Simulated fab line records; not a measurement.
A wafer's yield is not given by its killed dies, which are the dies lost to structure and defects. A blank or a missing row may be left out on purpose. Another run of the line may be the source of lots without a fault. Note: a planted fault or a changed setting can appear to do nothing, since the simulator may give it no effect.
fab line records | flow n5-finfet | part 2 of 2: steps 5 to 6 of 6
record: lots: 22 | wafers: 66 | last-day: 17
route steps=1938 shown HKMG_FIN@413 GATE_CUT@469
lots that met no fault: from a run of the same line without faults
start-h: start of the lot's first displayed wafer, in hours after the record's first day | wait-h: hours elapsed since this lot's preceding step | " the same as in the row above | L1.1+2: a single row standing in for several wafers | - value missing, or start not given | * or withheld: withheld | < > ~ a bound
route shown NAME@n: NAME is a module with steps in the file, n the number in the route of the first one | usual: mean and standard deviation over wafers with no fault | same: alike in all rows | chamber/n: place in a boat | sites: per-site readings | _std_site: the standard deviation of these | _edge_site: inner sites' mean taken away from outer sites' mean | radius-mm: how far each site lies from the wafer's centre | mask NAME#n: copy n | behind: tool/chamber where the wafer was last shaped | hold: why the lot was held/for how many hours/how that ended | device: which transistor (n, p or np) failed to switch | end of line: the tests these same wafers got at the end of their route | a step with no rows: only its recipe | killed: not the wafer's yield, but the dies lost to structure and defects at the first sort | map: shows each die of a wafer: x if killed, . if not, _ if none is there
set.NAME: setting as actually run; set.NAME@STEP: the setting as run at that earlier step | model.NAME: the simulator's own value behind a step, which no gauge read
route steps across a sampled set of lots; one table per step, one row per wafer
services: from which hour (start-h, from the record's first day; less than 0 if before it) a tool's chamber was out of use, for how many hours, and why
== steps ==
step: N5_GATE_CUT_ETCH_58
recipe: chemistry: CH3F/O2 | target: SiNx | target-depth-a: 170 | time-s: 128.6 | ion-energy-ev: 50 | pressure-mtorr: 30 | source-w: 415 | bias-w: 21 | Ar_flow_sccm: 150 | CH3F_flow_sccm: 30 | O2_flow_sccm: 20
usual: O2_flow_sccm: 19.99/0.061 | drypump-motor-current-A: 5.7/0.42 | mfc-ar-sccm: 150.0/0.49 | oes-product-au: 0.79/0.096 | rf-fwd-power-W: 413.4/1.2 | rf-vpp-V: 99.1/0.87 | showerhead-plenum-p-Torr: 2.01/0.061 | throttle-valve-pct: 16.41/0.26
lot.wafer | tool        | chamber | start-h | wait-h | O2_flow_sccm | drypump-motor-current-A | mfc-ar-sccm | oes-product-au | rf-fwd-power-W | rf-hours-counter-h | rf-vpp-V | showerhead-plenum-p-Torr | throttle-valve-pct
L075.3    | rie-diel-05 | 3       | 92.42   | 0.1    | 19.94        | 5.8                     | 150.7       | 0.76           | 412.5          | 144                | 99.9     | 2.10                     | 16.72
L075.4    | "           | 2       | "       | "      | 20.02        | 5.9                     | 150.0       | 0.83           | 413.7          | 75                 | 100.2    | 2.03                     | 16.33
L075.6    | "           | 1       | "       | "      | 20.05        | 5.8                     | 149.5       | 0.93           | 412.7          | -                  | 100.3    | 1.97                     | 16.07
L076.3    | rie-diel-04 | 0       | 99.25   | 0.0    | 19.89        | 5.4                     | 149.9       | 0.81           | 414.0          | 102                | 98.7     | 1.94                     | 16.22
L076.4    | "           | 2       | "       | "      | 19.93        | 5.3                     | 150.1       | 0.69           | 413.2          | 231                | 100.0    | 2.06                     | 16.38
L076.6    | "           | 2       | "       | "      | 20.04        | 5.3                     | 150.3       | 0.69           | 412.8          | -                  | 98.6     | 2.06                     | 16.37
L077.1    | rie-diel-04 | 0       | 99.65   | 0.0    | 19.96        | 5.4                     | 151.1       | 0.81           | 415.4          | 102                | 97.4     | 1.94                     | 16.22
L077.3    | "           | 1       | "       | "      | 20.03        | 6.5                     | 149.6       | 0.93           | 413.3          | 16                 | 100.0    | 2.03                     | 16.24
L077.4    | "           | 3       | "       | "      | 19.88        | 5.4                     | 149.8       | 0.99           | 414.0          | 4                  | 99.5     | 2.05                     | 15.99
L078.1    | rie-diel-05 | 3       | 109.79  | 0.0    | 20.01        | 5.8                     | 149.4       | 0.76           | 410.4          | 149                | 100.0    | 2.10                     | 16.73
L078.3    | "           | 0       | "       | "      | 19.95        | 5.0                     | 149.9       | 0.82           | 413.5          | 106                | 98.2     | 2.02                     | 16.68
L078.5    | "           | 1       | "       | "      | 20.00        | 5.8                     | 150.1       | 0.91           | 413.7          | -                  | 98.6     | 1.97                     | 16.07
L079.1    | rie-diel-02 | 3       | 114.41  | 0.0    | 20.03        | 5.7                     | 150.4       | 0.69           | 414.6          | 228                | 99.0     | 1.96                     | 16.63
L079.4    | "           | 1       | "       | "      | 20.00        | 6.3                     | 149.4       | 0.69           | 412.8          | -                  | 96.8     | 1.88                     | 16.55
L079.6    | "           | 3       | "       | "      | 20.17        | 5.7                     | 150.0       | 0.70           | 415.1          | -                  | 98.9     | 1.96                     | 16.63
L080.1    | rie-diel-04 | 2       | 121.52  | 0.0    | 19.97        | 5.3                     | 150.4       | 0.68           | 413.4          | 239                | 99.7     | 2.06                     | 16.39
L080.2    | "           | 3       | "       | "      | 20.01        | 5.4                     | 149.8       | 0.95           | 412.6          | 11                 | 99.4     | 2.04                     | 16.00
L080.4    | "           | 1       | "       | "      | 19.87        | 6.4                     | 149.2       | 0.91           | 416.4          | 23                 | 98.9     | 2.03                     | 16.26
L081.1    | rie-diel-05 | 0       | 125.97  | 0.0    | 19.94        | 5.0                     | 150.6       | 0.80           | 412.7          | 110                | 100.3    | 2.02                     | 16.68
L081.2    | "           | 1       | "       | "      | 19.85        | 5.9                     | 150.3       | 0.90           | 414.9          | 26                 | 98.4     | 1.97                     | 16.10
L081.3    | "           | 3       | "       | "      | 19.94        | 5.8                     | 149.7       | 0.76           | 414.3          | 153                | 98.4     | 2.10                     | 16.73
L083.3    | rie-diel-05 | 2       | 136.23  | 0.0    | 20.10        | 5.9                     | 151.3       | 0.80           | 410.4          | 88                 | 100.0    | 2.03                     | 16.36
L083.5    | "           | 2       | "       | "      | 20.12        | 5.9                     | 150.4       | 0.80           | 412.5          | -                  | 99.3     | 2.03                     | 16.35
L083.6    | "           | 1       | "       | "      | 20.05        | 5.8                     | 149.5       | 0.88           | 413.3          | -                  | 99.6     | 1.97                     | 16.10
L082.2    | rie-diel-05 | 3       | 137.76  | 0.0    | 20.00        | 5.9                     | 149.3       | 0.74           | 415.0          | 157                | 99.7     | 2.10                     | 16.73
L082.4    | "           | 0       | "       | "      | 19.95        | 5.0                     | 149.7       | 0.80           | 413.4          | 114                | 99.3     | 2.02                     | 16.69
L082.6    | "           | 2       | "       | "      | 19.98        | 5.9                     | 149.3       | 0.80           | 412.7          | -                  | 99.0     | 2.03                     | 16.36
L084.3    | rie-diel-05 | 0       | 145.41  | 0.0    | 19.93        | 5.0                     | 149.8       | 0.80           | 412.1          | 116                | 99.9     | 2.02                     | 16.69
L084.4    | "           | 3       | "       | "      | 20.02        | 5.8                     | 149.7       | 0.75           | 414.7          | 160                | 98.5     | 2.10                     | 16.74
L084.5    | "           | 3       | "       | "      | 20.08        | 5.8                     | 149.9       | 0.75           | 415.7          | -                  | 99.3     | 2.10                     | 16.74
L085.3    | rie-diel-04 | 3       | 152.69  | 0.0    | 19.95        | 5.4                     | 149.1       | 0.94           | 413.1          | 19                 | 100.1    | 2.04                     | 16.01
L085.5    | "           | 2       | "       | "      | 19.94        | 5.2                     | 150.7       | 0.67           | 413.4          | -                  | 99.1     | 2.05                     | 16.42
L085.6    | "           | 1       | "       | "      | 20.07        | 6.4                     | 149.9       | 0.90           | 412.2          | -                  | 98.0     | 2.03                     | 16.26
L086.2    | rie-diel-04 | 3       | 157.62  | 0.0    | 19.98        | 5.4                     | 149.4       | 0.93           | 412.9          | 21                 | 98.1     | 2.04                     | 16.06
L086.3    | "           | 0       | "       | "      | 19.97        | 5.4                     | 149.7       | 0.80           | 415.0          | 120                | 99.0     | 1.93                     | 16.25
L086.5    | "           | 0       | "       | "      | 19.99        | 5.4                     | 149.8       | 0.80           | 413.3          | -                  | 99.3     | 1.93                     | 16.25
L087.2    | rie-diel-04 | 3       | 158.16  | 0.0    | 19.95        | 5.4                     | 149.3       | 0.92           | 416.4          | 21                 | 99.9     | 2.04                     | 16.04
L087.3    | "           | 0       | "       | "      | 19.92        | 5.4                     | 149.9       | 0.79           | 413.3          | 120                | 97.9     | 1.93                     | 16.26
L087.4    | "           | 3       | "       | "      | 20.07        | 5.4                     | 149.7       | 0.92           | 414.1          | -                  | 98.6     | 2.04                     | 16.03
L088.3    | rie-diel-02 | 3       | 165.92  | 0.1    | 19.94        | 5.7                     | 149.2       | 0.69           | 413.8          | 246                | 100.1    | 1.96                     | 16.67
L088.4    | "           | 1       | "       | "      | 19.94        | 6.3                     | 149.8       | 0.66           | 413.0          | -                  | 99.9     | 1.87                     | 16.61
L088.6    | "           | 3       | "       | "      | 19.98        | 5.7                     | 149.6       | 0.68           | 414.3          | -                  | 99.0     | 1.96                     | 16.65
L089.4    | rie-diel-02 | 3       | 169.31  | 0.3    | 19.97        | 5.6                     | 149.3       | 0.68           | 414.3          | -                  | 99.2     | 1.96                     | 16.66
L089.5    | "           | 0       | "       | "      | 19.97        | 6.1                     | 149.6       | 0.68           | 413.8          | -                  | 100.6    | 2.06                     | 16.70
L089.6    | "           | 1       | "       | "      | 20.01        | 6.3                     | 149.3       | 0.66           | 414.2          | -                  | 99.8     | 1.87                     | 16.59
L090.3    | rie-diel-05 | 0       | 183.11  | 0.0    | 20.13        | 5.0                     | 150.1       | 0.79           | 412.9          | 126                | 98.7     | 2.02                     | 16.71
L090.4    | "           | 1       | "       | "      | 20.00        | 5.8                     | 150.5       | 0.87           | 412.3          | 42                 | 97.9     | 1.96                     | 16.13
L090.5    | "           | 0       | "       | "      | 20.16        | 5.0                     | 149.5       | 0.79           | 413.7          | -                  | 100.1    | 2.02                     | 16.71
L091.1    | rie-diel-05 | 2       | 184.59  | 0.0    | 19.98        | 5.9                     | 150.2       | 0.80           | 413.1          | 102                | 98.1     | 2.02                     | 16.38
L091.2    | "           | 1       | "       | "      | 20.06        | 5.8                     | 149.5       | 0.88           | 415.5          | 42                 | 98.7     | 1.96                     | 16.13
L091.5    | "           | 2       | "       | "      | 19.95        | 5.9                     | 149.9       | 0.80           | 412.3          | -                  | 99.5     | 2.02                     | 16.38
L092.1    | rie-diel-02 | 0       | 190.08  | 0.0    | 20.03        | 6.1                     | 150.7       | 0.68           | 413.7          | 256                | 98.2     | 2.05                     | 16.70
L092.2    | "           | 1       | "       | "      | 20.00        | 6.3                     | 150.5       | 0.66           | 413.8          | 281                | 98.2     | 1.87                     | 16.61
L092.3    | "           | 1       | "       | "      | 19.96        | 6.3                     | 150.5       | 0.66           | 413.8          | -                  | 98.4     | 1.87                     | 16.60
L093.1    | rie-diel-02 | 0       | 195.42  | 0.0    | 20.06        | 6.1                     | 150.1       | 0.67           | 412.3          | 259                | 99.5     | 2.05                     | 16.71
L093.2    | "           | 1       | "       | "      | 19.97        | 6.3                     | 149.7       | 0.65           | 412.7          | 284                | 97.9     | 1.86                     | 16.61
L093.3    | "           | 0       | "       | "      | 19.97        | 6.1                     | 150.7       | 0.67           | 412.5          | -                  | 99.2     | 2.05                     | 16.71
L094.2    | rie-diel-04 | 3       | 199.86  | 0.0    | 19.92        | 5.4                     | 149.6       | 0.88           | 416.0          | 36                 | 100.2    | 2.04                     | 16.05
L094.4    | "           | 2       | "       | "      | 19.92        | 5.2                     | 150.5       | 0.96           | 411.2          | 8                  | 99.5     | 2.05                     | 15.96
L094.5    | "           | 2       | "       | "      | 19.90        | 5.2                     | 150.0       | 0.96           | 412.7          | -                  | 99.3     | 2.05                     | 15.95
L096.2    | rie-diel-02 | 3       | 213.75  | 0.0    | 20.00        | 5.7                     | 149.5       | 0.68           | 414.5          | 250                | 98.2     | 1.96                     | 16.67
L096.3    | "           | 2       | "       | "      | 20.06        | 6.0                     | 148.8       | 0.74           | 414.3          | 150                | 99.5     | 2.01                     | 16.68
L096.4    | "           | 0       | "       | "      | 20.05        | 6.1                     | 150.8       | 0.67           | 414.0          | -                  | 99.1     | 2.05                     | 16.73
L097.1    | rie-diel-04 | 3       | 218.69  | 0.1    | 19.99        | 5.4                     | 150.9       | 0.88           | 413.8          | 42                 | 99.3     | 2.03                     | 16.08
L097.3    | "           | 0       | "       | "      | 19.97        | 5.4                     | 150.0       | 0.78           | 414.5          | 141                | 98.1     | 1.92                     | 16.28
L097.6    | "           | 0       | "       | "      | 20.00        | 5.4                     | 150.1       | 0.78           | 414.1          | -                  | 99.1     | 1.92                     | 16.31
step: N5_GATE_CUT_STRIP_59
recipe: chemistry: N2/H2 | time-s: 20 | power-w: 100 | temp-c: 40 | pressure-mtorr: 100 | rf-frequency-hz: 6e+07 | bias-power-w: 3 | n2-flow-sccm: 300 | h2-flow-sccm: 300
usual: drypump-motor-current-A: 5.8/0.42 | oes-product-au: 0.79/0.094 | rf-vpp-V: 45.2/0.87 | showerhead-plenum-p-Torr: 3.38/0.088 | throttle-valve-pct: 12.3/0.33
lot.wafer | tool        | chamber | start-h | wait-h | drypump-motor-current-A | oes-product-au | rf-hours-counter-h | rf-vpp-V | showerhead-plenum-p-Torr | throttle-valve-pct
L075.3    | rie-diel-05 | 3       | 92.52   | 0.1    | 5.9                     | 0.77           | 144                | 45.3     | 3.52                     | 12.6
L075.4    | "           | 2       | "       | "      | 5.9                     | 0.82           | 75                 | 46.0     | 3.41                     | 12.2
L075.6    | "           | 1       | "       | "      | 5.8                     | 0.91           | -                  | 45.5     | 3.30                     | 11.7
L076.3    | rie-diel-04 | 0       | 99.35   | 0.1    | 5.4                     | 0.79           | 102                | 44.5     | 3.28                     | 12.3
L076.4    | "           | 2       | "       | "      | 5.3                     | 0.69           | 231                | 45.8     | 3.48                     | 12.4
L076.6    | "           | 2       | "       | "      | 5.3                     | 0.69           | -                  | 44.1     | 3.48                     | 12.4
L077.1    | rie-diel-04 | 0       | 99.75   | 0.1    | 5.4                     | 0.80           | 102                | 46.0     | 3.28                     | 12.3
L077.3    | "           | 1       | "       | "      | 6.4                     | 0.93           | 16                 | 45.4     | 3.42                     | 12.0
L077.4    | "           | 3       | "       | "      | 5.4                     | 0.99           | 4                  | 44.8     | 3.46                     | 11.8
L078.1    | rie-diel-05 | 3       | 109.89  | 0.1    | 5.9                     | 0.76           | 149                | 45.3     | 3.52                     | 12.6
L078.3    | "           | 0       | "       | "      | 5.0                     | 0.81           | 106                | 46.5     | 3.41                     | 12.5
L078.5    | "           | 1       | "       | "      | 5.9                     | 0.91           | -                  | 43.6     | 3.30                     | 11.8
L079.1    | rie-diel-02 | 3       | 114.52  | 0.1    | 5.8                     | 0.69           | 228                | 45.7     | 3.35                     | 12.7
L079.4    | "           | 1       | "       | "      | 6.3                     | 0.69           | -                  | 47.1     | 3.21                     | 12.6
L079.6    | "           | 3       | "       | "      | 5.7                     | 0.69           | -                  | 47.1     | 3.35                     | 12.7
L080.1    | rie-diel-04 | 2       | 121.62  | 0.1    | 5.3                     | 0.68           | 239                | 45.6     | 3.48                     | 12.4
L080.2    | "           | 3       | "       | "      | 5.4                     | 0.95           | 11                 | 45.5     | 3.45                     | 11.8
L080.4    | "           | 1       | "       | "      | 6.5                     | 0.91           | 23                 | 45.0     | 3.42                     | 12.0
L081.1    | rie-diel-05 | 0       | 126.07  | 0.1    | 5.0                     | 0.81           | 110                | 45.8     | 3.41                     | 12.5
L081.2    | "           | 1       | "       | "      | 5.8                     | 0.90           | 26                 | 44.1     | 3.30                     | 11.8
L081.3    | "           | 3       | "       | "      | 5.9                     | 0.76           | 153                | 46.4     | 3.52                     | 12.6
L083.3    | rie-diel-05 | 2       | 136.33  | 0.1    | 5.9                     | 0.81           | 88                 | 45.6     | 3.40                     | 12.2
L083.5    | "           | 2       | "       | "      | 5.9                     | 0.80           | -                  | 44.5     | 3.40                     | 12.2
L083.6    | "           | 1       | "       | "      | 5.9                     | 0.88           | -                  | 45.5     | 3.30                     | 11.8
L082.2    | rie-diel-05 | 3       | 137.86  | 0.1    | 5.9                     | 0.75           | 157                | 45.9     | 3.51                     | 12.6
L082.4    | "           | 0       | "       | "      | 5.0                     | 0.81           | 114                | 44.8     | 3.41                     | 12.5
L082.6    | "           | 2       | "       | "      | 6.0                     | 0.81           | -                  | 44.0     | 3.40                     | 12.2
L084.3    | rie-diel-05 | 0       | 145.51  | 0.1    | 5.0                     | 0.81           | 116                | 44.9     | 3.40                     | 12.5
L084.4    | "           | 3       | "       | "      | 5.8                     | 0.75           | 160                | 44.0     | 3.51                     | 12.6
L084.5    | "           | 3       | "       | "      | 5.9                     | 0.75           | -                  | 46.0     | 3.51                     | 12.6
L085.3    | rie-diel-04 | 3       | 152.79  | 0.1    | 5.4                     | 0.94           | 19                 | 45.9     | 3.45                     | 11.9
L085.5    | "           | 2       | "       | "      | 5.3                     | 0.67           | -                  | 48.3     | 3.47                     | 12.5
L085.6    | "           | 1       | "       | "      | 6.5                     | 0.91           | -                  | 45.8     | 3.41                     | 12.0
L086.2    | rie-diel-04 | 3       | 157.73  | 0.1    | 5.4                     | 0.92           | 21                 | 46.0     | 3.45                     | 11.9
L086.3    | "           | 0       | "       | "      | 5.4                     | 0.78           | 120                | 44.8     | 3.27                     | 12.3
L086.5    | "           | 0       | "       | "      | 5.4                     | 0.78           | -                  | 44.7     | 3.27                     | 12.3
L087.2    | rie-diel-04 | 3       | 158.26  | 0.1    | 5.4                     | 0.93           | 21                 | 46.0     | 3.45                     | 11.9
L087.3    | "           | 0       | "       | "      | 5.4                     | 0.78           | 120                | 45.6     | 3.27                     | 12.3
L087.4    | "           | 3       | "       | "      | 5.4                     | 0.94           | -                  | 45.6     | 3.45                     | 11.9
L088.3    | rie-diel-02 | 3       | 166.02  | 0.1    | 5.7                     | 0.68           | 246                | 44.9     | 3.34                     | 12.8
L088.4    | "           | 1       | "       | "      | 6.3                     | 0.68           | -                  | 45.5     | 3.20                     | 12.7
L088.6    | "           | 3       | "       | "      | 5.7                     | 0.68           | -                  | 45.7     | 3.34                     | 12.8
L089.4    | rie-diel-02 | 3       | 169.39  | 0.0    | 5.8                     | 0.67           | -                  | 42.9     | 3.34                     | 12.8
L089.5    | "           | 0       | "       | "      | 6.1                     | 0.68           | -                  | 46.5     | 3.44                     | 12.5
L089.6    | "           | 1       | "       | "      | 6.3                     | 0.66           | -                  | 45.4     | 3.20                     | 12.7
L090.3    | rie-diel-05 | 0       | 183.21  | 0.1    | 5.0                     | 0.80           | 126                | 44.2     | 3.40                     | 12.5
L090.4    | "           | 1       | "       | "      | 5.8                     | 0.87           | 42                 | 45.2     | 3.29                     | 11.8
L090.5    | "           | 0       | "       | "      | 5.0                     | 0.79           | -                  | 46.8     | 3.40                     | 12.6
L091.1    | rie-diel-05 | 2       | 184.69  | 0.1    | 5.9                     | 0.80           | 102                | 43.9     | 3.39                     | 12.2
L091.2    | "           | 1       | "       | "      | 5.9                     | 0.87           | 42                 | 43.9     | 3.29                     | 11.8
L091.5    | "           | 2       | "       | "      | 5.9                     | 0.80           | -                  | 46.0     | 3.39                     | 12.2
L092.1    | rie-diel-02 | 0       | 190.23  | 0.1    | 6.1                     | 0.68           | 256                | 44.5     | 3.44                     | 12.5
L092.2    | "           | 1       | "       | "      | 6.3                     | 0.66           | 281                | 44.5     | 3.20                     | 12.7
L092.3    | "           | 1       | "       | "      | 6.3                     | 0.67           | -                  | 44.0     | 3.20                     | 12.7
L093.1    | rie-diel-02 | 0       | 195.58  | 0.1    | 6.1                     | 0.68           | 259                | 45.1     | 3.44                     | 12.6
L093.2    | "           | 1       | "       | "      | 6.3                     | 0.66           | 284                | 44.4     | 3.19                     | 12.7
L093.3    | "           | 0       | "       | "      | 6.1                     | 0.68           | -                  | 44.2     | 3.44                     | 12.6
L094.2    | rie-diel-04 | 3       | 199.96  | 0.1    | 5.4                     | 0.89           | 36                 | 45.1     | 3.44                     | 11.9
L094.4    | "           | 2       | "       | "      | 5.3                     | 0.95           | 8                  | 45.8     | 3.46                     | 11.9
L094.5    | "           | 2       | "       | "      | 5.2                     | 0.95           | -                  | 44.0     | 3.47                     | 11.8
L096.2    | rie-diel-02 | 3       | 213.85  | 0.1    | 5.7                     | 0.67           | 251                | 43.8     | 3.34                     | 12.8
L096.3    | "           | 2       | "       | "      | 6.0                     | 0.74           | 150                | 45.7     | 3.39                     | 12.6
L096.4    | "           | 0       | "       | "      | 6.1                     | 0.67           | -                  | 44.0     | 3.43                     | 12.6
L097.1    | rie-diel-04 | 3       | 218.79  | 0.1    | 5.4                     | 0.88           | 42                 | 44.7     | 3.43                     | 11.9
L097.3    | "           | 0       | "       | "      | 5.4                     | 0.76           | 141                | 44.8     | 3.26                     | 12.4
L097.6    | "           | 0       | "       | "      | 5.4                     | 0.77           | -                  | 46.5     | 3.26                     | 12.4
== services ==
tool              | chamber | start-h | hours | kind
ald-metal-03      | 3       | 62.31   | 13.6  | repair
rie-diel-01       | -       | 69.10   | 10.0  | pm
ald-metal-02      | 1       | 76.03   | -     | calibration
rie-diel-02       | 2       | 88.86   | 120.4 | repair
rie-diel-03       | 0       | 112.82  | -     | clean
rie-diel-03       | 0       | 112.82  | -     | consumable-replace:focus-ring
rie-diel-03       | 0       | 112.82  | 19.3  | scheduled-down
rie-diel-03       | 0       | 112.82  | 19.3  | vent-cycle
ald-metal-02      | 2       | 118.07  | 26.1  | repair
thermal-cvd-si-02 | -       | 126.01  | 2.0   | repair
ald-metal-03      | 0       | 127.49  | 7.0   | repair
rie-diel-06       | -       | 142.82  | 4.3   | pm
rie-diel-03       | 1       | 153.56  | 4.8   | repair
rie-diel-04       | 2       | 157.48  | -     | clean
rie-diel-04       | 2       | 157.48  | -     | consumable-replace:focus-ring
rie-diel-04       | 2       | 157.48  | 18.5  | scheduled-down
rie-diel-04       | 2       | 157.48  | 18.5  | vent-cycle
rie-diel-03       | -       | 167.43  | 14.6  | pm
ald-metal-02      | -       | 168.03  | 1.5   | repair
thermal-cvd-si-02 | 0       | 170.31  | 5.7   | repair
rie-diel-06       | -       | 182.72  | 0.3   | repair
rie-diel-03       | -       | 189.91  | 1.7   | repair
rie-diel-05       | 1       | 190.32  | 5.2   | repair
